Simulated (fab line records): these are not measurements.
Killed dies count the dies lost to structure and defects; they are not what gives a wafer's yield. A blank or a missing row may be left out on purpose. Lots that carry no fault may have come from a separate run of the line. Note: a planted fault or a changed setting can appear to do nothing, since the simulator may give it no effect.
fab line records / flow n5Finfet / part 2 of 2: steps 19 to 25 of 25
record lots=5 wafers=15 lastDay=17
route steps=1938 shown FIN_SAQP@109
lots with no fault: from the same line, run without faults
startH: hours from the record's opening day to when the first of the lot's shown wafers began / waitH: time in hours since the lot's previous step / " identical to the entry in the row above / L1.1+2: a single row standing in for several wafers / - value missing, or start not given / * or withheld: withheld / < > ~ a bound
route shown NAME@n: a module of which the file shows steps, and the number in the route of the first / usual: the fault-free wafers' mean and standard deviation / same: alike in all rows / chamber/n: place in a boat / sites: readings site by site / _std_site: how widely they spread, as a standard deviation / _edge_site: the outer-site mean with the inner-site mean subtracted / radiusMm: how far each site lies from the wafer's centre / mask NAME#n: copy n / behind: the most recent tool/chamber to have shaped the wafer / hold: why the lot was held/for how many hours/how that ended / device: transistor that didn't switch, given as n, p or np / end of line: at the end of the route, the tests of the same wafers / step lacking rows: just its recipe / killed: the dies lost at the first sort to structure and to defects; this is not the yield of the wafer / map: shows each die of a wafer: x if killed, . if not, _ if none is there
set.NAME: the setting that was run; set.NAME@STEP: the one run at that earlier step / model.NAME: the simulator's own value behind a step, which no gauge read
certain route steps with their lots: each step a table, each wafer a row
services: from which hour (startH, from the record's first day; less than 0 if before it) a tool's chamber was out of use, for how many hours, and why
## steps
# step N5_FIN_SAQP_MANDREL1_REMOVE_56
# recipe chemistry=HBr/Cl2/O2 btTimeS=10 target=a-Si stopOn=SiNx endpoint=OES-SiCl overEtchFrac=1 icpW=600 biasW=22 HBr_flow_sccm=150 Cl2_flow_sccm=80 O2_flow_sccm=5 pressureMtorr=10
# usual drypumpMotorCurrentA=5.7/0.5 oesProductAu=1.002/0.017 throttleValvePct=36.8/0.31
lot.wafer=L074.1 tool=rieSi-01 chamber=2 startH=24.55 waitH=0.1 drypumpMotorCurrentA=5.2 oesProductAu=1.004 rfHoursCounterH=28 throttleValvePct=36.5
lot.wafer=L074.2 tool=rieSi-01 chamber=3 startH=24.55 waitH=0.1 drypumpMotorCurrentA=6.3 oesProductAu=0.995 rfHoursCounterH=190 throttleValvePct=36.5
lot.wafer=L074.3 tool=rieSi-01 chamber=1 startH=24.55 waitH=0.1 drypumpMotorCurrentA=6.6 oesProductAu=1.010 rfHoursCounterH=183 throttleValvePct=37.3
lot.wafer=L079.1 tool=rieSi-02 chamber=2 startH=54.30 waitH=0.1 drypumpMotorCurrentA=5.2 oesProductAu=0.973 rfHoursCounterH=127 throttleValvePct=36.9
lot.wafer=L079.3 tool=rieSi-02 chamber=1 startH=54.30 waitH=0.1 drypumpMotorCurrentA=5.6 oesProductAu=1.032 rfHoursCounterH=105 throttleValvePct=37.3
lot.wafer=L079.6 tool=rieSi-02 chamber=1 startH=54.30 waitH=0.1 drypumpMotorCurrentA=5.6 oesProductAu=1.035 rfHoursCounterH=- throttleValvePct=37.2
lot.wafer=L082.1 tool=rieSi-02 chamber=3 startH=74.05 waitH=0.1 drypumpMotorCurrentA=5.5 oesProductAu=1.001 rfHoursCounterH=45 throttleValvePct=36.4
lot.wafer=L082.4 tool=rieSi-02 chamber=2 startH=74.05 waitH=0.1 drypumpMotorCurrentA=5.2 oesProductAu=0.985 rfHoursCounterH=128 throttleValvePct=36.9
lot.wafer=L082.5 tool=rieSi-02 chamber=3 startH=74.05 waitH=0.1 drypumpMotorCurrentA=5.5 oesProductAu=0.993 rfHoursCounterH=- throttleValvePct=36.4
lot.wafer=L092.4 tool=rieSi-06 chamber=0 startH=131.61 waitH=0.0 drypumpMotorCurrentA=5.2 oesProductAu=0.989 rfHoursCounterH=131 throttleValvePct=36.7
lot.wafer=L092.5 tool=rieSi-06 chamber=3 startH=131.61 waitH=0.0 drypumpMotorCurrentA=6.0 oesProductAu=1.005 rfHoursCounterH=- throttleValvePct=37.2
lot.wafer=L092.6 tool=rieSi-06 chamber=0 startH=131.61 waitH=0.0 drypumpMotorCurrentA=5.2 oesProductAu=0.977 rfHoursCounterH=- throttleValvePct=36.7
lot.wafer=L097.1 tool=rieSi-06 chamber=2 startH=164.79 waitH=0.1 drypumpMotorCurrentA=5.0 oesProductAu=1.007 rfHoursCounterH=109 throttleValvePct=36.8
lot.wafer=L097.4 tool=rieSi-06 chamber=1 startH=164.79 waitH=0.1 drypumpMotorCurrentA=5.8 oesProductAu=0.994 rfHoursCounterH=74 throttleValvePct=36.6
lot.wafer=L097.5 tool=rieSi-06 chamber=3 startH=164.79 waitH=0.1 drypumpMotorCurrentA=6.0 oesProductAu=1.022 rfHoursCounterH=- throttleValvePct=37.2
# step N5_FIN_SAQP_CD_MEAS_27
# recipe targetCdNm=20 landingEnergyEv=1000 detector=seInlens polarity=line
# usual cdNm=20.27/0.21
lot.wafer=L074.1 tool=cdSem-02 chamber=0 startH=24.66 waitH=0.1 cdNm=20.34
lot.wafer=L074.2 tool=cdSem-02 chamber=0 startH=24.66 waitH=0.1 cdNm=20.14
lot.wafer=L074.3 tool=cdSem-02 chamber=0 startH=24.66 waitH=0.1 cdNm=20.21
lot.wafer=L079.1 tool=cdSem-03 chamber=0 startH=54.41 waitH=0.1 cdNm=20.43
lot.wafer=L079.3 tool=cdSem-03 chamber=0 startH=54.41 waitH=0.1 cdNm=20.19
lot.wafer=L079.6 tool=cdSem-03 chamber=0 startH=54.41 waitH=0.1 cdNm=20.00
lot.wafer=L082.1 tool=cdSem-03 chamber=0 startH=74.16 waitH=0.1 cdNm=20.15
lot.wafer=L082.4 tool=cdSem-03 chamber=0 startH=74.16 waitH=0.1 cdNm=20.28
lot.wafer=L082.5 tool=cdSem-03 chamber=0 startH=74.16 waitH=0.1 cdNm=20.32
lot.wafer=L092.4 tool=cdSem-03 chamber=0 startH=131.73 waitH=0.1 cdNm=20.07
lot.wafer=L092.5 tool=cdSem-03 chamber=0 startH=131.73 waitH=0.1 cdNm=20.26
lot.wafer=L092.6 tool=cdSem-03 chamber=0 startH=131.73 waitH=0.1 cdNm=20.15
lot.wafer=L097.1 tool=cdSem-02 chamber=0 startH=164.90 waitH=0.1 cdNm=20.09
lot.wafer=L097.4 tool=cdSem-02 chamber=0 startH=164.90 waitH=0.1 cdNm=20.15
lot.wafer=L097.5 tool=cdSem-02 chamber=0 startH=164.90 waitH=0.1 cdNm=20.29
# step N5_FIN_SAQP_ETCH_57
# recipe chemistry=CH3F/O2 target=SiNx maskMaterial=SiO2 targetDepthA=325 timeS=46.4 pressureMtorr=30 sourceW=395 biasW=73 Ar_flow_sccm=150 CH3F_flow_sccm=30 O2_flow_sccm=20 ionEnergyEv=120 ends=cleared
# usual drypumpMotorCurrentA=5.8/0.33 etchRfOnTimeS=46.2/0.76 oesProductAu=0.68/0.075 rfVppV=298/4 showerheadPlenumPTorr=2.03/0.063 throttleValvePct=16.34/0.27
lot.wafer=L074.1 tool=rieDiel-05 chamber=2 startH=24.71 waitH=0.0 drypumpMotorCurrentA=5.5 etchRfOnTimeS=46.3 oesProductAu=0.58 rfHoursCounterH=249 rfVppV=304 showerheadPlenumPTorr=2.04 throttleValvePct=16.56
lot.wafer=L074.2 tool=rieDiel-05 chamber=0 startH=24.71 waitH=0.0 drypumpMotorCurrentA=5.6 etchRfOnTimeS=44.5 oesProductAu=0.58 rfHoursCounterH=246 rfVppV=292 showerheadPlenumPTorr=1.90 throttleValvePct=16.45
lot.wafer=L074.3 tool=rieDiel-05 chamber=1 startH=24.71 waitH=0.0 drypumpMotorCurrentA=5.5 etchRfOnTimeS=46.0 oesProductAu=0.64 rfHoursCounterH=128 rfVppV=303 showerheadPlenumPTorr=2.09 throttleValvePct=16.32
lot.wafer=L079.1 tool=rieDiel-05 chamber=3 startH=54.48 waitH=0.1 drypumpMotorCurrentA=5.8 etchRfOnTimeS=45.2 oesProductAu=0.79 rfHoursCounterH=13 rfVppV=292 showerheadPlenumPTorr=1.96 throttleValvePct=16.12
lot.wafer=L079.3 tool=rieDiel-05 chamber=2 startH=54.48 waitH=0.1 drypumpMotorCurrentA=5.5 etchRfOnTimeS=45.1 oesProductAu=0.81 rfHoursCounterH=6 rfVppV=305 showerheadPlenumPTorr=2.04 throttleValvePct=16.12
lot.wafer=L079.6 tool=rieDiel-05 chamber=1 startH=54.48 waitH=0.1 drypumpMotorCurrentA=5.5 etchRfOnTimeS=46.4 oesProductAu=0.64 rfHoursCounterH=- rfVppV=303 showerheadPlenumPTorr=2.08 throttleValvePct=16.34
lot.wafer=L082.1 tool=rieDiel-04 chamber=2 startH=74.21 waitH=0.0 drypumpMotorCurrentA=6.0 etchRfOnTimeS=46.9 oesProductAu=0.67 rfHoursCounterH=130 rfVppV=298 showerheadPlenumPTorr=2.00 throttleValvePct=16.61
lot.wafer=L082.4 tool=rieDiel-04 chamber=0 startH=74.21 waitH=0.0 drypumpMotorCurrentA=6.3 etchRfOnTimeS=48.1 oesProductAu=0.62 rfHoursCounterH=189 rfVppV=301 showerheadPlenumPTorr=2.07 throttleValvePct=16.36
lot.wafer=L082.5 tool=rieDiel-04 chamber=3 startH=74.21 waitH=0.0 drypumpMotorCurrentA=6.2 etchRfOnTimeS=46.4 oesProductAu=0.67 rfHoursCounterH=- rfVppV=295 showerheadPlenumPTorr=2.00 throttleValvePct=16.57
lot.wafer=L092.4 tool=rieDiel-03 chamber=0 startH=131.79 waitH=0.1 drypumpMotorCurrentA=5.7 etchRfOnTimeS=47.7 oesProductAu=0.59 rfHoursCounterH=217 rfVppV=303 showerheadPlenumPTorr=2.06 throttleValvePct=16.60
lot.wafer=L092.5 tool=rieDiel-03 chamber=3 startH=131.79 waitH=0.1 drypumpMotorCurrentA=5.6 etchRfOnTimeS=47.2 oesProductAu=0.63 rfHoursCounterH=- rfVppV=297 showerheadPlenumPTorr=1.99 throttleValvePct=16.63
lot.wafer=L092.6 tool=rieDiel-03 chamber=2 startH=131.79 waitH=0.1 drypumpMotorCurrentA=5.8 etchRfOnTimeS=46.1 oesProductAu=0.77 rfHoursCounterH=- rfVppV=300 showerheadPlenumPTorr=2.12 throttleValvePct=15.99
lot.wafer=L097.1 tool=rieDiel-04 chamber=1 startH=165.03 waitH=0.1 drypumpMotorCurrentA=6.4 etchRfOnTimeS=46.4 oesProductAu=0.58 rfHoursCounterH=240 rfVppV=296 showerheadPlenumPTorr=2.06 throttleValvePct=16.67
lot.wafer=L097.4 tool=rieDiel-04 chamber=3 startH=165.03 waitH=0.1 drypumpMotorCurrentA=6.2 etchRfOnTimeS=46.1 oesProductAu=0.66 rfHoursCounterH=172 rfVppV=296 showerheadPlenumPTorr=1.99 throttleValvePct=16.61
lot.wafer=L097.5 tool=rieDiel-04 chamber=3 startH=165.03 waitH=0.1 drypumpMotorCurrentA=6.2 etchRfOnTimeS=47.3 oesProductAu=0.65 rfHoursCounterH=- rfVppV=298 showerheadPlenumPTorr=1.99 throttleValvePct=16.61
# step N5_FIN_SAQP_ETCH_65
# recipe chemistry=CF4 target=SiO2 targetDepthA=40 ionEnergyEv=350 timeS=4.4 pressureMtorr=10 icpW=800 biasW=400 cf4FlowSccm=80
# usual drypumpMotorCurrentA=5.7/0.5 oesProductAu=0.999/0.019 throttleValvePct=21.88/0.24
lot.wafer=L074.1 tool=rieSi-06 chamber=3 startH=24.82 waitH=0.1 drypumpMotorCurrentA=6.0 oesProductAu=1.001 rfHoursCounterH=129 throttleValvePct=22.02
lot.wafer=L074.2 tool=rieSi-06 chamber=2 startH=24.82 waitH=0.1 drypumpMotorCurrentA=5.0 oesProductAu=1.006 rfHoursCounterH=106 throttleValvePct=21.92
lot.wafer=L074.3 tool=rieSi-06 chamber=0 startH=24.82 waitH=0.1 drypumpMotorCurrentA=5.2 oesProductAu=0.973 rfHoursCounterH=128 throttleValvePct=21.84
lot.wafer=L079.1 tool=rieSi-06 chamber=0 startH=54.58 waitH=0.1 drypumpMotorCurrentA=5.2 oesProductAu=0.975 rfHoursCounterH=129 throttleValvePct=21.84
lot.wafer=L079.3 tool=rieSi-06 chamber=2 startH=54.58 waitH=0.1 drypumpMotorCurrentA=5.0 oesProductAu=1.003 rfHoursCounterH=107 throttleValvePct=21.93
lot.wafer=L079.6 tool=rieSi-06 chamber=0 startH=54.58 waitH=0.1 drypumpMotorCurrentA=5.2 oesProductAu=0.977 rfHoursCounterH=- throttleValvePct=21.84
lot.wafer=L082.1 tool=rieSi-06 chamber=2 startH=74.32 waitH=0.1 drypumpMotorCurrentA=5.0 oesProductAu=1.006 rfHoursCounterH=107 throttleValvePct=21.93
lot.wafer=L082.4 tool=rieSi-06 chamber=1 startH=74.32 waitH=0.1 drypumpMotorCurrentA=5.8 oesProductAu=0.972 rfHoursCounterH=72 throttleValvePct=21.71
lot.wafer=L082.5 tool=rieSi-06 chamber=3 startH=74.32 waitH=0.1 drypumpMotorCurrentA=6.0 oesProductAu=1.010 rfHoursCounterH=- throttleValvePct=22.02
lot.wafer=L092.4 tool=rieSi-01 chamber=1 startH=131.90 waitH=0.1 drypumpMotorCurrentA=6.6 oesProductAu=1.004 rfHoursCounterH=185 throttleValvePct=22.32
lot.wafer=L092.5 tool=rieSi-01 chamber=2 startH=131.90 waitH=0.1 drypumpMotorCurrentA=5.2 oesProductAu=1.020 rfHoursCounterH=- throttleValvePct=21.55
lot.wafer=L092.6 tool=rieSi-01 chamber=1 startH=131.90 waitH=0.1 drypumpMotorCurrentA=6.6 oesProductAu=1.004 rfHoursCounterH=- throttleValvePct=22.33
lot.wafer=L097.1 tool=rieSi-01 chamber=3 startH=165.13 waitH=0.1 drypumpMotorCurrentA=6.3 oesProductAu=0.984 rfHoursCounterH=192 throttleValvePct=21.68
lot.wafer=L097.4 tool=rieSi-01 chamber=2 startH=165.13 waitH=0.1 drypumpMotorCurrentA=5.1 oesProductAu=1.011 rfHoursCounterH=30 throttleValvePct=21.55
lot.wafer=L097.5 tool=rieSi-01 chamber=3 startH=165.13 waitH=0.1 drypumpMotorCurrentA=6.3 oesProductAu=0.983 rfHoursCounterH=- throttleValvePct=21.66
# step N5_FIN_SAQP_MANDREL_ETCH_58
# recipe chemistry=HBr/Cl2 target=a-Si targetDepthA=450 btTimeS=10 stopOn=SiNx maskMaterial=SiO2 overEtchFrac=0.8 timeS=27 pressureMtorr=10 icpW=800 biasW=75 HBr_flow_sccm=150 Cl2_flow_sccm=80 ends=endPoint
# usual drypumpMotorCurrentA=5.7/0.5 oesProductAu=0.695/0.012 throttleValvePct=35.69/0.29
lot.wafer=L074.1 tool=rieSi-06 chamber=3 startH=24.85 waitH=0.0 drypumpMotorCurrentA=6.0 oesProductAu=0.704 rfHoursCounterH=129 throttleValvePct=36.07
lot.wafer=L074.2 tool=rieSi-06 chamber=2 startH=24.85 waitH=0.0 drypumpMotorCurrentA=5.0 oesProductAu=0.682 rfHoursCounterH=106 throttleValvePct=35.72
lot.wafer=L074.3 tool=rieSi-06 chamber=0 startH=24.85 waitH=0.0 drypumpMotorCurrentA=5.2 oesProductAu=0.680 rfHoursCounterH=128 throttleValvePct=35.60
lot.wafer=L079.1 tool=rieSi-06 chamber=0 startH=54.62 waitH=0.0 drypumpMotorCurrentA=5.2 oesProductAu=0.682 rfHoursCounterH=129 throttleValvePct=35.58
lot.wafer=L079.3 tool=rieSi-06 chamber=2 startH=54.62 waitH=0.0 drypumpMotorCurrentA=5.0 oesProductAu=0.695 rfHoursCounterH=107 throttleValvePct=35.71
lot.wafer=L079.6 tool=rieSi-06 chamber=0 startH=54.62 waitH=0.0 drypumpMotorCurrentA=5.2 oesProductAu=0.682 rfHoursCounterH=- throttleValvePct=35.57
lot.wafer=L082.1 tool=rieSi-06 chamber=2 startH=74.35 waitH=0.0 drypumpMotorCurrentA=5.0 oesProductAu=0.692 rfHoursCounterH=107 throttleValvePct=35.70
lot.wafer=L082.4 tool=rieSi-06 chamber=1 startH=74.35 waitH=0.0 drypumpMotorCurrentA=5.8 oesProductAu=0.681 rfHoursCounterH=72 throttleValvePct=35.51
lot.wafer=L082.5 tool=rieSi-06 chamber=3 startH=74.35 waitH=0.0 drypumpMotorCurrentA=6.0 oesProductAu=0.702 rfHoursCounterH=- throttleValvePct=36.06
lot.wafer=L092.4 tool=rieSi-01 chamber=1 startH=131.93 waitH=0.0 drypumpMotorCurrentA=6.6 oesProductAu=0.689 rfHoursCounterH=185 throttleValvePct=36.14
lot.wafer=L092.5 tool=rieSi-01 chamber=2 startH=131.93 waitH=0.0 drypumpMotorCurrentA=5.2 oesProductAu=0.703 rfHoursCounterH=- throttleValvePct=35.31
lot.wafer=L092.6 tool=rieSi-01 chamber=1 startH=131.93 waitH=0.0 drypumpMotorCurrentA=6.6 oesProductAu=0.702 rfHoursCounterH=- throttleValvePct=36.13
lot.wafer=L097.1 tool=rieSi-01 chamber=3 startH=165.17 waitH=0.0 drypumpMotorCurrentA=6.3 oesProductAu=0.698 rfHoursCounterH=192 throttleValvePct=35.40
lot.wafer=L097.4 tool=rieSi-01 chamber=2 startH=165.17 waitH=0.0 drypumpMotorCurrentA=5.2 oesProductAu=0.694 rfHoursCounterH=30 throttleValvePct=35.32
lot.wafer=L097.5 tool=rieSi-01 chamber=3 startH=165.17 waitH=0.0 drypumpMotorCurrentA=6.3 oesProductAu=0.700 rfHoursCounterH=- throttleValvePct=35.38
# step N5_FIN_SAQP_RECESS_63
# recipe chemistry=HF/NH3 target=SiO2 targetDepthA=180 afsCycles=3 tempC=30 sublimationTempC=180 sublimationTimeS=60
# usual drypumpMotorCurrentA=5.4/0.42 forelinePTorr=0.1279/0.00048
lot.wafer=L074.1 tool=vaporEtch-02 chamber=0 startH=24.93 waitH=0.1 drypumpMotorCurrentA=6.1 forelinePTorr=0.1280
lot.wafer=L074.2 tool=vaporEtch-02 chamber=1 startH=24.93 waitH=0.1 drypumpMotorCurrentA=5.1 forelinePTorr=0.1284
lot.wafer=L074.3 tool=vaporEtch-02 chamber=1 startH=24.93 waitH=0.1 drypumpMotorCurrentA=5.1 forelinePTorr=0.1282
lot.wafer=L079.1 tool=vaporEtch-01 chamber=0 startH=54.70 waitH=0.1 drypumpMotorCurrentA=5.4 forelinePTorr=0.1270
lot.wafer=L079.3 tool=vaporEtch-01 chamber=0 startH=54.70 waitH=0.1 drypumpMotorCurrentA=5.4 forelinePTorr=0.1275
lot.wafer=L079.6 tool=vaporEtch-01 chamber=0 startH=54.70 waitH=0.1 drypumpMotorCurrentA=5.4 forelinePTorr=0.1271
lot.wafer=L082.1 tool=vaporEtch-01 chamber=1 startH=74.43 waitH=0.1 drypumpMotorCurrentA=5.0 forelinePTorr=0.1267
lot.wafer=L082.4 tool=vaporEtch-01 chamber=1 startH=74.43 waitH=0.1 drypumpMotorCurrentA=5.0 forelinePTorr=0.1279
lot.wafer=L082.5 tool=vaporEtch-01 chamber=1 startH=74.43 waitH=0.1 drypumpMotorCurrentA=5.0 forelinePTorr=0.1272
lot.wafer=L092.4 tool=vaporEtch-02 chamber=1 startH=132.13 waitH=0.2 drypumpMotorCurrentA=5.1 forelinePTorr=0.1274
lot.wafer=L092.5 tool=vaporEtch-02 chamber=1 startH=132.13 waitH=0.2 drypumpMotorCurrentA=5.1 forelinePTorr=0.1270
lot.wafer=L092.6 tool=vaporEtch-02 chamber=0 startH=132.13 waitH=0.2 drypumpMotorCurrentA=6.1 forelinePTorr=0.1276
lot.wafer=L097.1 tool=vaporEtch-01 chamber=1 startH=165.25 waitH=0.1 drypumpMotorCurrentA=5.0 forelinePTorr=0.1280
lot.wafer=L097.4 tool=vaporEtch-01 chamber=1 startH=165.25 waitH=0.1 drypumpMotorCurrentA=5.0 forelinePTorr=0.1285
lot.wafer=L097.5 tool=vaporEtch-01 chamber=0 startH=165.25 waitH=0.1 drypumpMotorCurrentA=5.5 forelinePTorr=0.1285
# step N5_FIN_SAQP_COAT_68
# recipe resist=SOC tempC=250 timeS=60 spinRpm=1500 resistThkNm=100
# usual dispensePressureKPa=51/4.4
lot.wafer=L074.1 tool=lithoTrack-02 chamber=0 startH=25.32 waitH=0.3 dispensePressureKPa=55
lot.wafer=L074.2 tool=lithoTrack-02 chamber=0 startH=25.32 waitH=0.3 dispensePressureKPa=55
lot.wafer=L074.3 tool=lithoTrack-02 chamber=0 startH=25.32 waitH=0.3 dispensePressureKPa=55
lot.wafer=L079.1 tool=lithoTrack-01 chamber=0 startH=55.08 waitH=0.3 dispensePressureKPa=46
lot.wafer=L079.3 tool=lithoTrack-01 chamber=0 startH=55.08 waitH=0.3 dispensePressureKPa=46
lot.wafer=L079.6 tool=lithoTrack-01 chamber=0 startH=55.08 waitH=0.3 dispensePressureKPa=46
lot.wafer=L082.1 tool=lithoTrack-04 chamber=0 startH=74.82 waitH=0.3 dispensePressureKPa=53
lot.wafer=L082.4 tool=lithoTrack-04 chamber=0 startH=74.82 waitH=0.3 dispensePressureKPa=53
lot.wafer=L082.5 tool=lithoTrack-04 chamber=0 startH=74.82 waitH=0.3 dispensePressureKPa=53
lot.wafer=L092.4 tool=lithoTrack-02 chamber=0 startH=132.41 waitH=0.2 dispensePressureKPa=55
lot.wafer=L092.5 tool=lithoTrack-02 chamber=0 startH=132.41 waitH=0.2 dispensePressureKPa=55
lot.wafer=L092.6 tool=lithoTrack-02 chamber=0 startH=132.41 waitH=0.2 dispensePressureKPa=55
lot.wafer=L097.1 tool=lithoTrack-01 chamber=0 startH=165.63 waitH=0.3 dispensePressureKPa=46
lot.wafer=L097.4 tool=lithoTrack-01 chamber=0 startH=165.63 waitH=0.3 dispensePressureKPa=46
lot.wafer=L097.5 tool=lithoTrack-01 chamber=0 startH=165.63 waitH=0.3 dispensePressureKPa=46
## services
tool=rieDiel-05 chamber=3 startH=-1.37 hours=- kind=clean
tool=rieDiel-05 chamber=3 startH=-1.37 hours=- kind=consumableReplace:focusRing
tool=rieDiel-05 chamber=3 startH=-1.37 hours=26.0 kind=scheduledDown
tool=rieDiel-05 chamber=3 startH=-1.37 hours=26.0 kind=ventCycle
tool=aldSin-04 chamber=- startH=2.88 hours=2.5 kind=repair
tool=aldSin-04 chamber=0 startH=5.84 hours=3.0 kind=repair
tool=aldSin-04 chamber=2 startH=11.73 hours=2.1 kind=repair
tool=aldSin-01 chamber=- startH=13.03 hours=0.2 kind=repair
tool=rieDiel-04 chamber=2 startH=14.12 hours=5.1 kind=repair
tool=rieSi-01 chamber=- startH=36.94 hours=1.2 kind=repair
tool=aldSin-02 chamber=1 startH=41.32 hours=14.1 kind=repair
tool=wetBench-05 chamber=- startH=47.45 hours=4.0 kind=repair
tool=rieDiel-05 chamber=3 startH=55.27 hours=10.0 kind=repair
tool=rieDiel-04 chamber=2 startH=65.79 hours=6.7 kind=repair
tool=rieDiel-03 chamber=3 startH=95.34 hours=22.6 kind=repair
tool=rieDiel-03 chamber=0 startH=103.91 hours=18.7 kind=repair
tool=rieSi-02 chamber=1 startH=105.25 hours=3.5 kind=repair
tool=rieDiel-03 chamber=- startH=112.50 hours=2.8 kind=repair
tool=rieDiel-04 chamber=2 startH=116.92 hours=6.0 kind=repair
tool=rieSi-02 chamber=- startH=130.37 hours=0.6 kind=repair
tool=rieSi-01 chamber=2 startH=135.43 hours=9.0 kind=repair
tool=aldSin-01 chamber=- startH=136.65 hours=28.1 kind=pm
tool=rieSi-02 chamber=- startH=137.97 hours=0.2 kind=repair
tool=aldSin-01 chamber=- startH=164.75 hours=6.0 kind=pm
